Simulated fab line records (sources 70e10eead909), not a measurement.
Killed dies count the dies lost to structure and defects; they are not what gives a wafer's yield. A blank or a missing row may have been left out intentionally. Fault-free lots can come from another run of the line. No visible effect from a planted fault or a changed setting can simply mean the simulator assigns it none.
fab line records	flow nand_harc
[record] lots = 7	wafers = 21	last_day = 32
route steps=1302 shown P_CONTACT@249 P_M0@253 END@1302
lots with no fault: from the same line, run without faults
start_h: hours from the record's first day to the start of the lot's first wafer shown	wait_h: hours since the lot's step before	" identical to the entry in the row above	L1.1+2: one row covering several wafers at once	- no value, or no start was given	* or withheld: withheld	< > ~ a bound
route shown NAME@n: NAME is a module with steps in the file, n the number in the route of the first one	usual: mean/standard deviation taken from wafers without a fault	same: alike in all rows	chamber/n: place in a boat	sites: each site's reading	_std_site: the standard deviation of these	_edge_site: inner sites' mean taken away from outer sites' mean	radius_mm: how far each site lies from the wafer's centre	mask NAME#n: copy n	behind: the last tool/chamber to shape the wafer	hold: the reason the lot was held/the length of the hold in hours/how it ended	device: the n, p or np transistor that did not switch	end of line: the route-end tests of the same wafers	a step given without rows: its recipe and nothing more	killed: at the first sort, the dies lost to defects and structure; wafer yield is something else	map: dies across one wafer; x = killed, . = not, _ = none there
set.NAME: setting as actually run; set.NAME@STEP: the setting as run at that earlier step	model.NAME: the simulator's own value behind a step, which no gauge read
lots at some steps of the route; a table a step, a row a wafer
services: a tool's chamber out of use, with start hour (start_h, from the record's first day; less than 0 if before it), hours out, and reason
[[steps]]
[step NHARC_P_CONTACT_CMP_24]
[recipe] t_overpolish_s = 30	target_thk_nm = 200
[usual] motor_current_A = 12.5/1.2	overpolish_run_s = 30.001/0.0087	retaining_ring_pressure_frac = 1.000/0.0049	time_to_endpoint_s = 41/3.8
lot.wafer	tool	chamber	start_h	wait_h	motor_current_A	overpolish_run_s	retaining_ring_pressure_frac	time_to_endpoint_s
L391.4	cmp-04	0	167.73	0.6	11.6	30.006	1.000	40
L391.5	"	1	"	"	13.3	29.994	1.002	45
L391.6	"	2	"	"	14.6	30.008	1.002	42
L392.4	cmp-04	3	180.60	0.3	10.5	29.994	1.001	42
L392.3	"	1	"	"	14.3	29.998	1.000	41
L392.1	"	2	"	"	13.4	30.000	0.994	41
L394.2	cmp-02	2	197.64	0.6	11.6	29.997	1.004	38
L394.3	"	3	"	"	12.6	30.008	0.992	42
L394.5	"	2	"	"	11.5	29.997	1.000	40
L399.3	cmp-01	1	246.94	0.4	9.8	30.003	0.999	35
L399.1	"	2	"	"	13.4	30.009	0.997	40
L399.2	"	0	"	"	13.6	29.988	1.001	36
L406.4	cmp-01	3	316.07	0.4	11.9	30.006	0.990	38
L406.3	"	0	"	"	12.8	30.007	1.002	34
L406.5	"	2	"	"	13.5	30.013	1.010	38
L405.1	cmp-02	2	316.25	0.5	11.6	30.002	0.993	45
L405.2	"	0	"	"	13.3	29.999	1.005	49
L405.6	"	3	"	"	12.9	30.018	1.003	45
L407.1	cmp-01	1	327.59	0.6	9.8	30.022	1.001	35
L407.4	"	3	"	"	12.8	30.004	1.000	41
L407.3	"	0	"	"	13.2	30.017	0.998	39
[step NHARC_P_CONTACT_SRD_26]
[step NHARC_P_CONTACT_INSPECT_27]
[usual] raw_defect_count = 301/120
lot.wafer	tool	chamber	start_h	wait_h	raw_defect_count
L391.4	defect_inspect-02	-	168.06	0.1	359
L391.5	"	-	"	"	155
L391.6	"	-	"	"	158
L392.1	defect_inspect-01	-	181.00	0.1	240
L392.3	"	-	"	"	377
L392.4	"	-	"	"	379
L394.2	defect_inspect-02	-	198.04	0.1	482
L394.3	"	-	"	"	399
L394.5	"	-	"	"	403
L399.1	defect_inspect-01	-	247.34	0.1	452
L399.2	"	-	"	"	746
L399.3	"	-	"	"	562
L406.3	defect_inspect-01	-	316.42	0.1	203
L406.4	"	-	"	"	236
L406.5	"	-	"	"	240
L405.1	defect_inspect-02	-	316.65	0.1	523
L405.2	"	-	"	"	244
L405.6	"	-	"	"	321
L407.1	defect_inspect-01	-	327.99	0.1	283
L407.3	"	-	"	"	292
L407.4	"	-	"	"	245
[step NHARC_P_M0_DEP_00]
[recipe] target_thk_a = 1500	target_thk_nm = 150	temp_c = withheld	pressure_torr = 5	flow_sccm = 200	rf_w = 600	material = SiOC
[step NHARC_P_M0_DEHYDRATE_01]
[recipe] temp_c = 150	time_s = 120
[step NHARC_P_M0_HMDS_02]
[recipe] time_s = 30
[step NHARC_P_M0_COAT_33]
[recipe] temp_c = 200	time_s = 65
[step NHARC_P_M0_COAT_03]
[recipe] spin_rpm = 1500	resist_thk_nm = 90
[step NHARC_P_M0_SOFTBAKE_04]
[recipe] temp_c = 105	time_s = 55
[step NHARC_P_M0_EBR_05]
[step NHARC_P_M0_EXPOSE_06]
[recipe] na = 1.35	target_cd_nm = 90	dose_mj = 81.28	mask_id = P_M0
[step NHARC_P_M0_PEB_07]
[recipe] peb_temp_c = 100	peb_time_s = 65
[usual] chill_plate_temp_C = 23.01/0.094	heater_power_total_W = 156.7/0.4
lot.wafer	tool	chamber	start_h	wait_h	chill_plate_temp_C	heater_power_total_W
L391.4	litho_track-01	0	168.89	0.0	23.16	162.9
L391.5	"	0	"	"	23.09	161.6
L391.6	"	0	"	"	23.15	162.9
L392.1	litho_track-01	0	181.82	0.1	22.95	161.7
L392.3	"	0	"	"	22.97	162.6
L392.4	"	0	"	"	22.95	162.9
L394.2	litho_track-01	0	198.74	0.1	23.18	161.7
L394.3	"	0	"	"	22.98	162.0
L394.5	"	0	"	"	22.99	162.2
L399.1	litho_track-06	0	248.04	0.1	23.00	156.3
L399.2	"	0	"	"	22.95	156.5
L399.3	"	0	"	"	22.88	156.0
L406.3	litho_track-06	0	317.25	0.0	22.95	156.8
L406.4	"	0	"	"	23.05	157.2
L406.5	"	0	"	"	23.03	157.1
L405.1	litho_track-06	0	317.52	0.1	22.95	156.6
L405.2	"	0	"	"	22.96	156.2
L405.6	"	0	"	"	23.08	157.2
L407.1	litho_track-01	0	328.82	0.1	22.98	156.2
L407.3	"	0	"	"	23.12	157.2
L407.4	"	0	"	"	23.09	157.1
[step NHARC_P_M0_DEVELOP_08]
[recipe] develop_time_s = 35	dev_temp_c = 23
[step NHARC_P_M0_CD_MEAS_09]
[recipe] target_cd_nm = 90	landing_energy_ev = 500
[usual] cd_nm = 89.9/0.7
lot.wafer	tool	chamber	start_h	wait_h	cd_nm
L391.4	cd_sem-01	0	168.97	-	87.4
L391.5	"	0	"	"	87.4
L391.6	"	0	"	"	87.7
L392.1	cd_sem-01	0	181.90	-	88.0
L392.3	"	0	"	"	87.1
L392.4	"	0	"	"	87.4
L394.2	cd_sem-01	0	198.82	-	87.0
L394.3	"	0	"	"	87.4
L394.5	"	0	"	"	87.1
L399.1	cd_sem-02	0	248.12	-	90.4
L399.2	"	0	"	"	90.6
L399.3	"	0	"	"	89.6
L406.3	cd_sem-01	0	317.33	-	90.1
L406.4	"	0	"	"	90.4
L406.5	"	0	"	"	91.0
L405.1	cd_sem-02	0	317.60	-	90.1
L405.2	"	0	"	"	90.7
L405.6	"	0	"	"	89.5
L407.1	cd_sem-01	0	328.90	-	89.5
L407.3	"	0	"	"	88.4
L407.4	"	0	"	"	87.8
[step NHARC_P_M0_OVL_MEAS_10]
[recipe] pitch_nm = 180
[usual] overlay_x_nm = -0.2/0.75	overlay_y_nm = 0.4/0.76
lot.wafer	tool	chamber	start_h	wait_h	overlay_x_nm	overlay_y_nm
L391.4	overlay-02	-	169.06	-	-1.1	0.0
L391.5	"	-	"	"	-0.9	0.2
L391.6	"	-	"	"	-0.7	0.0
L392.1	overlay-02	-	181.99	-	-0.3	0.9
L392.3	"	-	"	"	-0.7	0.3
L392.4	"	-	"	"	-0.5	0.7
L394.2	overlay-01	-	198.91	-	-0.7	0.4
L394.3	"	-	"	"	-0.5	-0.4
L394.5	"	-	"	"	-0.8	-0.7
L399.1	overlay-02	-	248.21	-	-0.3	-0.9
L399.2	"	-	"	"	-0.1	-0.6
L399.3	"	-	"	"	0.0	-0.9
L406.3	overlay-01	-	317.43	-	-0.7	0.1
L406.4	"	-	"	"	-1.1	0.5
L406.5	"	-	"	"	-0.7	0.1
L405.1	overlay-02	-	317.69	-	-0.9	1.2
L405.2	"	-	"	"	-0.7	1.5
L405.6	"	-	"	"	-1.0	1.3
L407.1	overlay-02	-	328.98	-	0.8	0.8
L407.3	"	-	"	"	0.8	1.2
L407.4	"	-	"	"	1.2	0.5
[step NHARC_P_M0_INSPECT_11]
[usual] raw_defect_count = 4.5/2.6
lot.wafer	tool	chamber	start_h	wait_h	raw_defect_count
L391.4	defect_inspect-02	-	169.09	0.0	4
L391.5	"	-	"	"	3
L391.6	"	-	"	"	2
L392.1	defect_inspect-01	-	182.03	0.0	4
L392.3	"	-	"	"	8
L392.4	"	-	"	"	5
L394.2	defect_inspect-02	-	198.95	0.0	3
L394.3	"	-	"	"	4
L394.5	"	-	"	"	3
L399.1	defect_inspect-01	-	248.25	0.0	3
L399.2	"	-	"	"	3
L399.3	"	-	"	"	4
L406.3	defect_inspect-01	-	317.46	0.0	6
L406.4	"	-	"	"	3
L406.5	"	-	"	"	3
L405.1	defect_inspect-02	-	317.72	0.0	6
L405.2	"	-	"	"	1
L405.6	"	-	"	"	1
L407.1	defect_inspect-02	-	329.02	0.0	9
L407.3	"	-	"	"	12
L407.4	"	-	"	"	13
[step NHARC_P_M0_DESCUM_14]
[recipe] time_s = 3	o2_flow_sccm = 200	ar_flow_sccm = 0	bias_power_w = 0	chemistry = O2
[usual] drypump_motor_current_A = 5.6/0.48	oes_product_au = 1.003/0.0092	rf_vpp_V = 58.0/0.81	showerhead_plenum_p_Torr = 1.97/0.042	throttle_valve_pct = 11.310/0.0092
lot.wafer	tool	chamber	start_h	wait_h	drypump_motor_current_A	oes_product_au	rf_hours_counter_h	rf_vpp_V	showerhead_plenum_p_Torr	throttle_valve_pct	model.P_M0.cd_nm
L391.4	rie_diel-05	0	169.15	0.1	4.7	0.995	30	59.2	2.07	11.310	87.06
L391.6	"	0	"	"	4.7	0.991	-	57.7	2.07	11.305	86.85
L391.5	"	1	"	"	4.8	1.014	-	57.3	1.92	11.317	88.13
L392.3	rie_diel-13	2	182.09	0.1	6.0	1.007	1	57.3	2.01	11.322	87.03
L392.4	"	0	"	"	5.8	1.024	1	56.8	1.92	11.322	86.92
L392.1	"	1	"	"	6.1	1.000	1	57.7	1.97	11.306	88.42
L394.2	rie_diel-13	1	199.02	0.1	6.1	0.986	3	58.3	1.97	11.314	87.79
L394.3	"	3	"	"	5.2	1.008	3	58.0	1.98	11.330	87.08
L394.5	"	1	"	"	6.0	0.987	-	57.4	1.97	11.310	87.72
L399.1	rie_diel-13	1	248.31	0.1	6.1	1.000	16	58.0	1.97	11.311	90.27
L399.2	"	2	"	"	6.0	1.003	16	58.2	2.00	11.320	89.9
L399.3	"	0	"	"	5.8	1.007	16	58.1	1.92	11.314	88.87
L406.3	rie_diel-05	2	317.54	0.1	5.9	1.020	27	57.3	1.94	11.304	90.09
L406.4	"	3	"	"	5.7	1.004	23	59.2	1.96	11.308	90.65
L406.5	"	0	"	"	4.7	1.007	-	59.7	2.05	11.308	90.52
L405.2	rie_diel-13	1	317.79	0.1	6.1	1.005	25	57.6	1.97	11.315	90.09
L405.1	"	3	"	"	5.1	1.006	24	56.5	1.97	11.306	90.27
L405.6	"	0	"	"	5.8	1.002	-	57.1	1.91	11.295	88.79
L407.1	rie_diel-13	2	329.08	0.1	6.0	1.011	26	58.4	2.00	11.312	89.14
L407.3	"	3	"	"	5.2	1.010	25	57.5	1.97	11.300	88.58
L407.4	"	1	"	"	6.1	1.002	27	57.2	1.97	11.285	88.1
[step NHARC_P_M0_ETCH_34]
[recipe] target_depth_a = 400	overetch_a = 120	time_s = 43.94	ion_energy_ev = 200	n2_flow_sccm = 150	h2_flow_sccm = 150	ar_flow_sccm = 0	rf_w = 400	bias_w = 150	chemistry = N2/H2
[usual] drypump_motor_current_A = 5.7/0.47	oes_product_au = 1.003/0.0083	rf_fwd_power_W = 395.8/1.8	rf_vpp_V = 432.1/1.5	showerhead_plenum_p_Torr = 2.10/0.045	throttle_valve_pct = 14.171/0.0099
lot.wafer	tool	chamber	start_h	wait_h	drypump_motor_current_A	oes_product_au	rf_fwd_power_W	rf_hours_counter_h	rf_vpp_V	showerhead_plenum_p_Torr	throttle_valve_pct
L391.4	rie_diel-05	2	169.24	0.1	5.9	1.000	395.4	32	430.4	2.08	14.184
L391.5	"	1	"	"	4.7	0.999	395.3	-	429.1	2.05	14.167
L391.6	"	2	"	"	5.9	1.003	396.8	-	431.2	2.08	14.160
L392.3	rie_diel-13	3	182.17	0.1	5.2	1.003	397.2	1	433.2	2.11	14.166
L392.1	"	1	"	"	6.1	0.995	393.9	1	432.0	2.11	14.165
L392.4	"	2	"	"	6.0	1.005	396.5	1	432.8	2.14	14.171
L394.3	rie_diel-13	0	199.10	0.1	5.8	1.012	396.0	3	430.2	2.05	14.166
L394.2	"	1	"	"	6.0	0.994	393.1	3	432.2	2.11	14.180
L394.5	"	3	"	"	5.1	1.022	396.0	-	431.7	2.11	14.167
L399.1	rie_diel-13	3	248.40	0.1	5.2	0.998	396.7	16	429.9	2.10	14.158
L399.2	"	0	"	"	5.8	0.988	398.9	16	430.1	2.04	14.164
L399.3	"	1	"	"	6.1	0.999	395.3	16	431.9	2.10	14.151
L406.3	rie_diel-05	1	317.61	0.1	4.7	1.010	394.5	29	431.4	2.03	14.154
L406.4	"	2	"	"	6.0	1.017	394.1	27	432.5	2.06	14.196
L406.5	"	1	"	"	4.8	1.013	396.3	-	430.7	2.03	14.171
L405.2	rie_diel-13	1	317.87	0.1	6.1	1.002	393.8	25	431.0	2.10	14.162
L405.1	"	3	"	"	5.1	1.008	395.9	24	432.1	2.10	14.170
L405.6	"	2	"	"	6.0	0.998	398.7	-	432.1	2.14	14.158
L407.1	rie_diel-13	2	329.17	0.1	6.0	1.010	396.2	26	432.8	2.13	14.180
L407.3	"	3	"	"	5.2	1.013	397.4	25	432.9	2.10	14.177
L407.4	"	0	"	"	5.8	1.005	398.5	26	430.3	2.04	14.175
[step NHARC_P_M0_ETCH_15]
[recipe] target_depth_a = 1500	overetch_a = 150	time_s = 82.5	c4f8_flow_sccm = withheld	ar_flow_sccm = 400	rf_w = 600	bias_w = 300	chemistry = C4F8/Ar
[usual] oes_product_au = 0.958/0.019	rf_fwd_power_W = 596.2/2.1	rf_vpp_V = 442.5/1.5
lot.wafer	tool	chamber	start_h	wait_h	oes_product_au	rf_fwd_power_W	rf_hours_counter_h	rf_vpp_V	model.P_M0.cd_nm
L391.4	rie_diel-05	1	-	-	0.926	596.9	31	439.9	86.93
L391.5	"	1	"	"	0.926	594.4	-	441.2	87.72
L391.6	"	2	"	"	0.924	595.7	-	442.9	86.88
L392.4	rie_diel-13	2	-	-	0.970	597.1	1	444.3	86.35
L392.1	"	3	"	"	0.979	597.1	1	442.3	88.5
L392.3	"	1	"	"	0.983	594.4	1	443.6	87.52
L394.2	rie_diel-13	2	-	-	0.931	596.9	3	444.1	87.72
L394.3	"	3	"	"	0.939	597.4	3	442.7	87.43
L394.5	"	2	"	"	0.928	597.2	-	443.6	87.73
L399.3	rie_diel-13	1	-	-	0.945	593.1	16	441.4	88.88
L399.2	"	3	"	"	0.944	594.8	16	443.0	90.17
L399.1	"	0	"	"	0.946	596.4	16	442.1	90.58
L406.4	rie_diel-05	3	-	-	0.971	596.8	23	442.5	90.16
L406.3	"	2	"	"	0.983	596.6	27	441.5	89.63
L406.5	"	3	"	"	0.968	596.4	-	441.5	89.9
L405.1	rie_diel-13	3	-	-	0.983	596.2	24	442.8	90.41
L405.2	"	0	"	"	0.968	598.7	25	440.5	90.19
L405.6	"	3	"	"	0.987	594.2	-	443.2	88.93
L407.1	rie_diel-13	2	-	-	0.952	598.1	26	443.4	89.11
L407.4	"	3	"	"	0.974	598.8	25	442.3	88.17
L407.3	"	1	"	"	0.976	593.8	27	441.5	88.45
[step NHARC_P_M0_CD_MEAS_16]
[usual] cd_nm = 89.8/0.9
lot.wafer	tool	chamber	start_h	wait_h	cd_nm
L391.4	cd_sem-03	-	169.46	-	87.0
L391.5	"	-	"	"	87.4
L391.6	"	-	"	"	87.3
L392.1	cd_sem-03	-	182.38	-	88.5
L392.3	"	-	"	"	87.3
L392.4	"	-	"	"	86.4
L394.2	cd_sem-02	-	199.31	-	88.0
L394.3	"	-	"	"	87.6
L394.5	"	-	"	"	87.7
L399.1	cd_sem-01	-	248.61	-	90.7
L399.2	"	-	"	"	90.0
L399.3	"	-	"	"	88.7
L406.3	cd_sem-01	-	317.83	-	89.5
L406.4	"	-	"	"	90.1
L406.5	"	-	"	"	89.7
L405.1	cd_sem-03	-	318.08	-	90.4
L405.2	"	-	"	"	90.1
L405.6	"	-	"	"	88.9
L407.1	cd_sem-01	-	329.38	-	88.7
L407.3	"	-	"	"	88.3
L407.4	"	-	"	"	87.9
[step NHARC_END_SORT_01]
[recipe] temp_c = 25
[usual] defect_limited_yield = 91.6/2.8	killed_at_array = 52/18	killed_at_other = 0.6/1.1	killed_at_periphery = 3.7/2.4	killed_dies = 57/19	killed_open = 3.1/1.7	killed_short = 2.5/1.7	sort_bin_2_pct = 3.0/1.2	sort_bin_3_pct = 0.6/0.38	sort_bin_4_pct = 4.8/1.7	sort_n_pass = 620/19	sort_rim_yield_pct = 91/4.1	sort_yield_pct = 91.6/2.8
[same] gross_dies = 677	sort_bin_5_pct[%] = 0	sort_bin_6_pct[%] = 0	sort_bin_7_pct[%] = 0	sort_bin_8_pct[%] = 0	sort_rim_n_gross = 106.00
lot.wafer	tool	chamber	start_h	wait_h	defect_limited_yield[%]	killed_at_array	killed_at_other	killed_at_periphery	killed_dies	killed_open	killed_short	sort_bin_2_pct[%]	sort_bin_3_pct[%]	sort_bin_4_pct[%]	sort_n_pass	sort_rim_yield_pct[%]	sort_yield_pct[%]
L391.4	prober-02	0	605.30	3.5	93.5	35	3	6	44	2	5	1.9	0.4	4.1	633	97	93.5
L391.5	prober-02	0	606.11	3.8	97.0	17	0	3	20	1	4	0.6	0.3	2.1	657	99	97.0
L391.6	prober-02	0	606.93	4.1	94.8	32	2	1	35	4	6	2.2	0.7	2.2	642	95	94.8
L392.3	prober-01	0	615.77	3.1	89.4	69	0	3	72	4	4	3.7	1.2	5.8	605	90	89.4
L399.1	prober-02	0	694.00	2.5	95.7	26	0	3	29	2	4	1.3	0.6	2.4	648	98	95.7
L399.2	prober-02	0	694.81	2.8	96.9	20	0	1	21	3	3	1.2	0.1	1.8	656	97	96.9
L399.3	prober-02	0	695.61	3.1	96.6	19	1	3	23	5	3	1.5	0.3	1.6	654	97	96.6
L406.3	prober-01	0	752.01	3.1	94.1	37	0	3	40	2	1	2.1	0.3	3.5	637	87	94.1
L406.4	prober-01	0	752.78	3.3	93.4	45	0	0	45	4	1	2.4	0.1	4.1	632	91	93.4
L406.5	prober-01	0	753.56	3.6	94.1	37	1	2	40	6	3	2.4	0.4	3.1	637	91	94.1
L405.1	prober-01	0	763.24	2.5	88.9	70	0	5	75	6	4	4.7	0.7	5.6	602	90	88.9
L405.2	prober-01	0	764.03	2.8	87.7	83	0	0	83	1	3	4.3	0.7	7.2	594	88	87.7
L405.6	prober-01	0	767.23	4.0	88.0	78	0	3	81	4	3	5.0	0.3	6.6	596	92	88.0
L407.1	prober-02	0	772.20	2.5	88.3	70	0	9	79	2	2	4.6	0.7	6.4	598	93	88.3
L407.3	prober-02	0	773.79	3.1	89.8	63	1	5	69	0	3	3.1	1.2	5.9	608	92	89.8
L407.4	prober-02	0	774.58	3.4	88.6	69	0	8	77	2	3	3.8	1.5	6.1	600	93	88.6
// killed by level:class
L391.4 A_CHANNEL_HOLE_D2:chamber_film_flake=14 A_CONTACT:chamber_film_flake=10 THIN_TSV:chamber_film_flake=3 P_GATE:chamber_film_flake=2 A_ZERO_WELL:chamber_film_flake=2 A_CHANNEL_HOLE_D1:chamber_film_flake=2 A_DECK1_JOINT:chamber_film_flake=2 P_STI:geometric_particle:short=1
L391.5 A_CHANNEL_HOLE_D2:chamber_film_flake=8 A_CHANNEL_HOLE_D1:chamber_film_flake=3 P_M1:geometric_particle:open=1 A_ONON_D1:geometric_particle:short=1 A_ONON_D2:geometric_particle:short=1 A_WL_FILL:geometric_particle:short=1 A_M0:geometric_particle:short=1 P_STI:chamber_film_flake=1
L391.6 A_CHANNEL_HOLE_D2:chamber_film_flake=10 A_CONTACT:chamber_film_flake=4 A_DECK1_JOINT:chamber_film_flake=3 A_STAIRCASE:chamber_film_flake=3 A_ONON_D1:geometric_particle:short=2 A_DECK1_JOINT:geometric_particle:short=2 THIN_TSV:chamber_film_flake=2 P_CONTACT:geometric_particle:open=1
L392.3 A_CHANNEL_HOLE_D1:chamber_film_flake=29 A_SLIT:chamber_film_flake=26 A_CHANNEL_HOLE_D2:chamber_film_flake=5 A_ONON_D1:geometric_particle:open=2 A_CHANNEL_FILL_D1:geometric_particle:short=2 P_BONDPAD:chamber_film_flake=2 P_M0:geometric_particle:open=1 A_ONON_D1:geometric_particle:short=1
L399.1 A_CHANNEL_HOLE_D1:chamber_film_flake=10 A_SLIT:chamber_film_flake=6 A_STAIRCASE:chamber_film_flake=3 A_CONTACT:chamber_film_flake=3 P_GATE:geometric_particle:open=1 P_M0:geometric_particle:short=1 P_M0:geometric_particle:open=1 A_ONON_D2:geometric_particle:short=1
L399.2 A_CHANNEL_HOLE_D1:chamber_film_flake=4 A_CONTACT:chamber_film_flake=4 A_STAIRCASE:chamber_film_flake=3 A_SLIT:chamber_film_flake=2 P_M0:geometric_particle:short=1 A_CHANNEL_HOLE_D1:geometric_particle:short=1 A_CHANNEL_FILL_D2:geometric_particle:open=1 A_CHANNEL_FILL_D2:geometric_particle:short=1
L399.3 A_CHANNEL_HOLE_D1:chamber_film_flake=5 A_CONTACT:chamber_film_flake=5 A_CONTACT:geometric_particle:open=2 A_STAIRCASE:chamber_film_flake=2 P_CONTACT:geometric_particle:open=1 P_M0:geometric_particle:open=1 P_M0:geometric_particle:short=1 A_ONON_D1:geometric_particle:short=1
L406.3 A_CHANNEL_HOLE_D1:chamber_film_flake=19 A_SLIT:chamber_film_flake=8 A_CONTACT:chamber_film_flake=4 P_ZERO_WELL:chamber_film_flake=2 A_CHANNEL_FILL_D2:chamber_film_flake=2 P_M0:geometric_particle:open=1 A_CHANNEL_FILL_D1:geometric_particle:open=1 A_M0:geometric_particle:short=1
L406.4 A_CHANNEL_HOLE_D1:chamber_film_flake=25 A_M1:chamber_film_flake=5 A_SLIT:chamber_film_flake=4 A_WL_FILL:chamber_film_flake=2 A_CONTACT:chamber_film_flake=2 A_ONON_D1:geometric_particle:open=1 A_ONON_D1:geometric_particle:short=1 A_CHANNEL_FILL_D2:geometric_particle:open=1
L406.5 A_CHANNEL_HOLE_D1:chamber_film_flake=18 A_SLIT:chamber_film_flake=3 A_STAIRCASE:chamber_film_flake=3 A_M1:chamber_film_flake=3 P_CONTACT:geometric_particle:open=1 A_DECK1_JOINT:geometric_particle:short=1 A_ONON_D2:geometric_particle:open=1 A_ONON_D2:geometric_particle:short=1
L405.1 A_SLIT:chamber_film_flake=29 A_CHANNEL_HOLE_D2:chamber_film_flake=15 A_CHANNEL_HOLE_D1:chamber_film_flake=8 A_CONTACT:chamber_film_flake=7 P_CONTACT:geometric_particle:open=2 P_GATE:chamber_film_flake=2 A_M1:chamber_film_flake=2 P_GATE:geometric_particle:open=1
L405.2 A_CHANNEL_HOLE_D2:chamber_film_flake=29 A_SLIT:chamber_film_flake=29 A_CHANNEL_HOLE_D1:chamber_film_flake=7 A_M1:chamber_film_flake=6 A_CONTACT:chamber_film_flake=5 A_STAIRCASE:chamber_film_flake=2 A_ONON_D2:geometric_particle:short=1 A_CHANNEL_FILL_D2:geometric_particle:short=1
L405.6 A_CHANNEL_HOLE_D2:chamber_film_flake=21 A_SLIT:chamber_film_flake=20 A_CHANNEL_HOLE_D1:chamber_film_flake=17 A_CONTACT:chamber_film_flake=8 A_M1:chamber_film_flake=4 A_STAIRCASE:chamber_film_flake=2 P_GATE:geometric_particle:short=1 P_M2:geometric_particle:open=1
L407.1 A_SLIT:chamber_film_flake=38 A_CHANNEL_HOLE_D1:chamber_film_flake=14 A_CONTACT:chamber_film_flake=9 P_ZERO_WELL:chamber_film_flake=5 P_GATE:chamber_film_flake=2 A_STAIRCASE:chamber_film_flake=2 A_WL_FILL:chamber_film_flake=2 P_GATE:geometric_particle:short=1
L407.3 A_SLIT:chamber_film_flake=35 A_CHANNEL_HOLE_D1:chamber_film_flake=14 A_STAIRCASE:chamber_film_flake=5 A_CONTACT:chamber_film_flake=4 P_GATE:chamber_film_flake=3 A_SOURCE_PLATE:geometric_particle:short=1 A_CHANNEL_FILL_D1:geometric_particle:short=1 A_CHANNEL_FILL_D2:geometric_particle:short=1
L407.4 A_SLIT:chamber_film_flake=31 A_CHANNEL_HOLE_D1:chamber_film_flake=16 A_CONTACT:chamber_film_flake=6 A_STAIRCASE:chamber_film_flake=5 P_GATE:chamber_film_flake=4 P_ZERO_WELL:chamber_film_flake=3 A_WL_FILL:chamber_film_flake=3 A_CHANNEL_FILL_D1:chamber_film_flake=2
[[services]]
tool	chamber	start_h	hours	kind
cmp-02	-	144.11	29.0	repair
rie_diel-13	0	144.20	-	clean
rie_diel-13	1	144.20	-	clean
rie_diel-13	2	144.20	-	clean
rie_diel-13	3	144.20	-	clean
litho_track-01	-	155.00	7.0	pm
rie_diel-13	-	165.09	9.0	pm
rie_diel-13	0	165.09	9.0	vent_cycle
litho_track-06	-	179.00	7.0	pm
cmp-02	-	182.35	4.2	repair
cmp-04	-	183.35	1.2	repair
cmp-01	-	188.51	4.0	pm
cmp-04	-	194.54	0.3	repair
cmp-02	-	200.26	2.6	repair
cmp-04	-	209.00	4.0	pm
cmp-02	-	212.58	0.4	repair
rie_diel-05	-	232.06	9.0	pm
cmp-02	-	232.51	4.0	pm
cmp-02	-	279.68	0.3	repair
cmp-01	-	286.51	4.0	pm
cmp-04	-	307.00	4.0	pm
rie_diel-05	2	324.99	19.8	repair
rie_diel-13	-	325.27	0.3	repair
cmp-01	-	328.24	18.1	repair
[[key]]
[first_sign] step = NHARC_P_M0_PEB_07	reading = heater_power_total_W	direction = up	sigmas = 14	usual = *	struck = *
[effect] step = NHARC_P_M0_CD_MEAS_09	reading = cd_nm	direction = down	sigmas = 3.5	usual = 89.9	struck = 87.4	through = control_loop
[effect] step = NHARC_P_M0_CD_MEAS_16	reading = cd_nm	direction = down	sigmas = 2.6	usual = 89.8	struck = 87.5	through = control_loop
[model_effect] step = NHARC_P_M0_DESCUM_14	value = P_M0.cd_nm	without = 89.57	struck = 87.44
[model_effect] step = NHARC_P_M0_ETCH_15	value = P_M0.cd_nm	without = 89.55	struck = 87.42
met_at NHARC_P_M0_PEB_07
struck_wafers L391.4,L391.5,L391.6,L392.1,L392.3,L392.4,L394.2,L394.3,L394.5
[loop_trim] step = NHARC_P_M0_EXPOSE_06	setting = dose	lots = L394
[fault] kind = process_parameter_drift	tool = litho_track-01	chamber = -	onset_h = 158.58	steps = NHARC_P_M0_PEB_07	channel = peb_time_s	offset = *	shape = step	end_h = 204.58	acts_in = *	stated = *
// loop_trim: a control loop set the setting to another value than it would have without faults
